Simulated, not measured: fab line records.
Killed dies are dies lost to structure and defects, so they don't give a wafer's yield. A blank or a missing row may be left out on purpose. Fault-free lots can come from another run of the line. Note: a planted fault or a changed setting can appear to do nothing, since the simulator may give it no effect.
A struck lot beside a sound one ; flow nandHarc ; 30 steps out of a route of 1302
Sound: these wafers, L300.1, L300.5, L300.6. The struck wafers were L306.1, L306.2, L306.5. Last of all comes the cause.
For every step that has rows: the tool of each side, followed by ch and its chambers, followed by its first start. Under that, the readings that differ: sound wafers ; struck wafers ; difference of the means ; sigmas: that difference in standard deviations of wafers without a fault.
alike: same words and numbers on both sides, and readings whose means sit less than 2 such deviations apart. not compared: any withheld reading, any reading some wafer has no value for, any bound like >300 that may hide the same value, and any number with overlapping values for which the record gives no deviation.
The two part at a step that has a row with sigmas, a row that says differs or no value, or rows on one side only. Non-overlapping numbers with no deviation appear without sigmas and do not part them. A reading missing from all wafers of one side parts the sides only when that side holds two or more wafers.

first, 6 steps without rows for these wafers: NHARC_A_ONON_D2_ANNEAL_15 (time 3600 s); NHARC_A_ONON_D2_DEP_16 (target thk 1000 nm); NHARC_A_ONON_D2_DEP_19 (target thk 1000 nm); NHARC_A_ONON_D2_DEP_22 (target thk 1000 nm); NHARC_A_ONON_D2_DEP_25 (target thk 1000 nm); NHARC_A_ONON_D2_DEP_28 (target thk 1000 nm).
NHARC_A_ONON_D2_DEP_33: deposits SiO2, target thk 200 nm.
  sound on pecvd-03 ch 1,2, day 13 00:47; struck on pecvd-03 ch 0,1,2, day 15 15:01
  alike: heaterPowerW, throttleValvePct
then, 22 steps without rows for these wafers: NHARC_A_CHANNEL_HOLE_D2_DEP_00 (deposits aC, target thk 3100 nm); NHARC_A_CHANNEL_HOLE_D2_DEP_01 (deposits SiON, target thk 140 nm); NHARC_A_CHANNEL_HOLE_D2_DEHYDRATE_02 (time 120 s); NHARC_A_CHANNEL_HOLE_D2_HMDS_03 (time 30 s); NHARC_A_CHANNEL_HOLE_D2_COAT_36 (time 75 s); NHARC_A_CHANNEL_HOLE_D2_COAT_37 (time 65 s); NHARC_A_CHANNEL_HOLE_D2_COAT_04 (resist thk 90 nm); NHARC_A_CHANNEL_HOLE_D2_SOFTBAKE_05 (time 55 s); NHARC_A_CHANNEL_HOLE_D2_EBR_06; NHARC_A_CHANNEL_HOLE_D2_EXPOSE_07 (exposes mask HOLE D2, target cd 100 nm); NHARC_A_CHANNEL_HOLE_D2_PEB_08 (peb time 65 s); NHARC_A_CHANNEL_HOLE_D2_DEVELOP_09 (develop time 35 s); NHARC_A_CHANNEL_HOLE_D2_DESCUM_15 (chemistry O2, time 3 s); NHARC_A_CHANNEL_HOLE_D2_ETCH_38 (etches the open film in CF4, target depth 39 nm, time 65 s); NHARC_A_CHANNEL_HOLE_D2_ETCH_39 (etches the open film in N2/H2, target depth 260 nm, time 325 s); NHARC_A_CHANNEL_HOLE_D2_ETCH_34 (etches the open film in CF4/CHF3, target depth 154 nm, time 77 s); NHARC_A_CHANNEL_HOLE_D2_ETCH_16 (etches the open film in O2/COS, target depth 3100 nm, time 806 s); NHARC_A_CHANNEL_HOLE_D2_ETCH_19 (etches the open film in C4F8/O2/Ar, time 34.5 s); NHARC_A_CHANNEL_HOLE_D2_ETCH_20 (etches the open film in C4F8/O2/Ar, time 361.9 s, target depth 1600 nm); NHARC_A_CHANNEL_HOLE_D2_ETCH_21 (etches the open film in C4F8/O2/Ar, time 514.3 s, target depth 1600 nm); NHARC_A_CHANNEL_HOLE_D2_ETCH_22 (etches the open film in C4F8/O2/Ar, time 666.7 s, target depth 1600 nm); NHARC_A_CHANNEL_HOLE_D2_ETCH_23 (etches the open film in C4F8/O2/Ar, time 819 s, target depth 1600 nm).
-- record jumps: 12 days between struck wafers' starts before vs after; left off in module A_CHANNEL_HOLE_D2, resumes in module END, first step shown is number 1302 of the route --
NHARC_END_SORT_01:
  only the struck wafers appear in the record here, on prober-01 ch 0 at day 27 19:52; the sound ones have no rows

== WHERE THEY PART ==
Within this record, at NHARC_END_SORT_01 only.

WHY: whatever the simulator had introduced
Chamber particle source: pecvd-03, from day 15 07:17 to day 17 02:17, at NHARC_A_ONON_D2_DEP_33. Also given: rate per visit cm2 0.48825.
